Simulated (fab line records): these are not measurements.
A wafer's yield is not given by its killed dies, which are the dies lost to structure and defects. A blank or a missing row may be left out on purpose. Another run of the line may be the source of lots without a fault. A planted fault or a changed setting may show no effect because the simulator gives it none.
Chamber matching | flow n5 finfet | N5_MOL_CONTACT_COAG_ALD_123 on ald sin-01 has 4 sister chambers
The step deposits SiNx, target thk 5 nm, pulse time 1 s, purge time 2 s. 18 wafers are shown with their chamber, then 9 later ones without.

## WAFERS WITH THEIR CHAMBER
wafer  | chamber | heater power w (W) | precursor pulse height rel
L074.1 | 3       | 798                | 0.985
L074.3 | 1       | 865                | 0.972
L074.5 | 2       | 688                | 0.991
L077.1 | 2       | 700                | 0.993
L077.4 | 0       | 1045               | 1.000
L077.6 | 1       | 868                | 0.997
L082.3 | 0       | 1066               | 1.007
L082.4 | 1       | 867                | 1.007
L082.5 | 1       | 883                | 1.022
L087.2 | 1       | 875                | 1.022
L087.3 | 2       | 703                | 0.998
L087.4 | 3       | 786                | 1.019
L088.3 | 2       | 710                | 0.974
L088.4 | 3       | 796                | 1.005
L088.5 | 1       | 852                | 0.957
L089.1 | 3       | 798                | 0.990
L089.3 | 0       | 1047               | 1.016
L089.4 | 2       | 688                | 0.977

SIGNATURES (averages over the wafers above)
reading                    | chamber 0 | chamber 1 | chamber 2 | chamber 3 | scatter within a chamber
heater power w             | 1052.67   | 868.33    | 697.80    | 794.50    | 9.56
precursor pulse height rel | 1.00767   | 0.99617   | 0.98660   | 0.99975   | 0.0186
Rule: for a wafer and a chamber, the distance is found by dividing, reading by reading, the gap between the wafer's reading and the chamber's mean by the reading's scatter, squaring, summing and taking the root. If the next closest chamber is less than 2 further off than the closest, the wafer can't be placed; otherwise it belongs to the closest. The scatter: take each reading less its chamber's mean, square it, sum over the shown wafers, divide by the number of wafers less the number of chambers, and take the root.

## WAFERS WHOSE CHAMBER IS MISSING
wafer  | heater power w (W) | precursor pulse height rel
L090.1 | 865                | 1.017
L090.2 | 1049               | 0.988
L090.3 | 802                | 0.995
L091.1 | 706                | 0.990
L091.2 | 789                | 0.998
L091.5 | 684                | 0.997
L093.1 | 1059               | 1.008
L093.2 | 868                | 1.013
L093.5 | 712                | 0.979

## THE CHAMBER EACH PASSED THROUGH
wafer  | from the rows above | in truth
L090.1 | 1                   | 1
L090.2 | 0                   | 0
L090.3 | 3                   | 3
L091.1 | 2                   | 2
L091.2 | 3                   | 3
L091.5 | 2                   | 2
L093.1 | 0                   | 0
L093.2 | 1                   | 1
L093.5 | 2                   | 2
Correct placement for 9 of the 9. Not placeable from these rows: 0. 0 placed wrongly.
